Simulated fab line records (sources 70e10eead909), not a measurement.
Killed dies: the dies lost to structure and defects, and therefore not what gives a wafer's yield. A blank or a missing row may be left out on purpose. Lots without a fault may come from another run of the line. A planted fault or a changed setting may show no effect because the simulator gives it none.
Which tool did it? / flow nand-harc / 11 lots, 30 wafers sampled, at 2 steps of a route of 1302

## WHAT THE GAUGES SHOWED, per wafer
NHARC_P_ZERO_WELL_CD_MEAS_11: the cd target is 500 nm. Usual: cd-nm 499.3 nm, standard deviation 2.1.
lot=L279; measured=day 2 07:14; on=cd-sem-02; cd-nm (nm)=501.0 499.0 496.3; flag=
lot=L280; measured=day 2 17:15; on=cd-sem-01; cd-nm (nm)=500.5 500.6 496.5; flag=
lot=L284; measured=day 4 09:14; on=cd-sem-03; cd-nm (nm)=499.8 498.9 500.3; flag=
lot=L285; measured=day 4 19:14; on=cd-sem-02; cd-nm (nm)=494.5 498.3 498.9; flag=
lot=L291; measured=day 7 07:08; on=cd-sem-01; cd-nm (nm)=499.3 476.1; flag=OFF
lot=L292; measured=day 7 17:14; on=cd-sem-03; cd-nm (nm)=476.1 498.0; flag=OFF
lot=L294; measured=day 8 13:14; on=cd-sem-02; cd-nm (nm)=497.1 476.0; flag=OFF
lot=L295; measured=day 8 23:07; on=cd-sem-03; cd-nm (nm)=499.4 499.0 499.5; flag=
lot=L296; measured=day 9 09:14; on=cd-sem-02; cd-nm (nm)=497.1 500.4 498.0; flag=
lot=L300; measured=day 11 01:14; on=cd-sem-03; cd-nm (nm)=500.7 498.8 499.6; flag=
lot=L301; measured=day 11 11:14; on=cd-sem-02; cd-nm (nm)=498.7 499.6 501.4; flag=

## TOOL THAT RAN EACH LOT (tool first, then ch and the chambers of the sampled wafers, then the start)
lot=L279; NHARC_P_ZERO_WELL_PEB_09=litho-track-05 ch 0, day 2 07:09
lot=L280; NHARC_P_ZERO_WELL_PEB_09=litho-track-05 ch 0, day 2 17:10
lot=L284; NHARC_P_ZERO_WELL_PEB_09=litho-track-05 ch 0, day 4 09:09
lot=L285; NHARC_P_ZERO_WELL_PEB_09=litho-track-05 ch 0, day 4 19:09
lot=L291; NHARC_P_ZERO_WELL_PEB_09=litho-track-05 ch 0, day 7 07:02
lot=L292; NHARC_P_ZERO_WELL_PEB_09=litho-track-05 ch 0, day 7 17:09
lot=L294; NHARC_P_ZERO_WELL_PEB_09=litho-track-05 ch 0, day 8 13:10
lot=L295; NHARC_P_ZERO_WELL_PEB_09=litho-track-07 ch 0, day 8 23:02
lot=L296; NHARC_P_ZERO_WELL_PEB_09=litho-track-07 ch 0, day 9 09:09
lot=L300; NHARC_P_ZERO_WELL_PEB_09=litho-track-05 ch 0, day 11 01:09
lot=L301; NHARC_P_ZERO_WELL_PEB_09=litho-track-05 ch 0, day 11 11:10
- NHARC_P_ZERO_WELL_PEB_09: peb time 80 s.

## WHAT THE TOOLS THEMSELVES READ (means of the sampled wafers that have a number; where no wafer has one, the mark that the record gives instead)
NHARC_P_ZERO_WELL_PEB_09. Usual: heater-power-total-W 189.7 W, standard deviation 0.77; plate-temp-C 128.01 C, standard deviation 0.14.
lot=L279; tool=litho-track-05; heater-power-total-W (W)=189.1; plate-temp-C (C)=128.20; flag=
lot=L280; tool=litho-track-05; heater-power-total-W (W)=189.7; plate-temp-C (C)=127.92; flag=
lot=L284; tool=litho-track-05; heater-power-total-W (W)=189.6; plate-temp-C (C)=128.05; flag=
lot=L285; tool=litho-track-05; heater-power-total-W (W)=189.8; plate-temp-C (C)=128.17; flag=
lot=L291; tool=litho-track-05; heater-power-total-W (W)=214.6; plate-temp-C (C)=128.08; flag=OFF
lot=L292; tool=litho-track-05; heater-power-total-W (W)=214.7; plate-temp-C (C)=127.90; flag=OFF
lot=L294; tool=litho-track-05; heater-power-total-W (W)=213.9; plate-temp-C (C)=127.93; flag=OFF
lot=L295; tool=litho-track-07; heater-power-total-W (W)=189.7; plate-temp-C (C)=127.83; flag=
lot=L296; tool=litho-track-07; heater-power-total-W (W)=189.0; plate-temp-C (C)=128.10; flag=
lot=L300; tool=litho-track-05; heater-power-total-W (W)=190.3; plate-temp-C (C)=127.99; flag=
lot=L301; tool=litho-track-05; heater-power-total-W (W)=189.6; plate-temp-C (C)=127.95; flag=

## THE ANSWER, worked out from the rows above alone
Rule: a lot counts as off when the mean over its wafers that have a number is more than 3 standard deviations away from the usual mean. A lot without any number at a reading at which 4 lots or more have one is off too. All remaining lots with rows at the step are treated as sound. After the gauges, taken in route order, come the tools' own readings; for these a lot's mean is taken, as printed above. At the first step where some lot is off, the reading lying furthest off is the one used; lots without a number count as furthest.
Off: L291, L292, L294 (NHARC_P_ZERO_WELL_CD_MEAS_11, cd-nm).
If a tool, at a process step before that reading, ran all the lots that are off and no sound lot after the first of them, it fits. The gauges at NHARC_P_ZERO_WELL_CD_MEAS_11 aren't tried: what is off there is off at NHARC_P_ZERO_WELL_PEB_09 too, on other tools, and a gauge's error can't cause that. None of those tried fits.

## WHAT WAS PUT IN BY THE SIMULATOR
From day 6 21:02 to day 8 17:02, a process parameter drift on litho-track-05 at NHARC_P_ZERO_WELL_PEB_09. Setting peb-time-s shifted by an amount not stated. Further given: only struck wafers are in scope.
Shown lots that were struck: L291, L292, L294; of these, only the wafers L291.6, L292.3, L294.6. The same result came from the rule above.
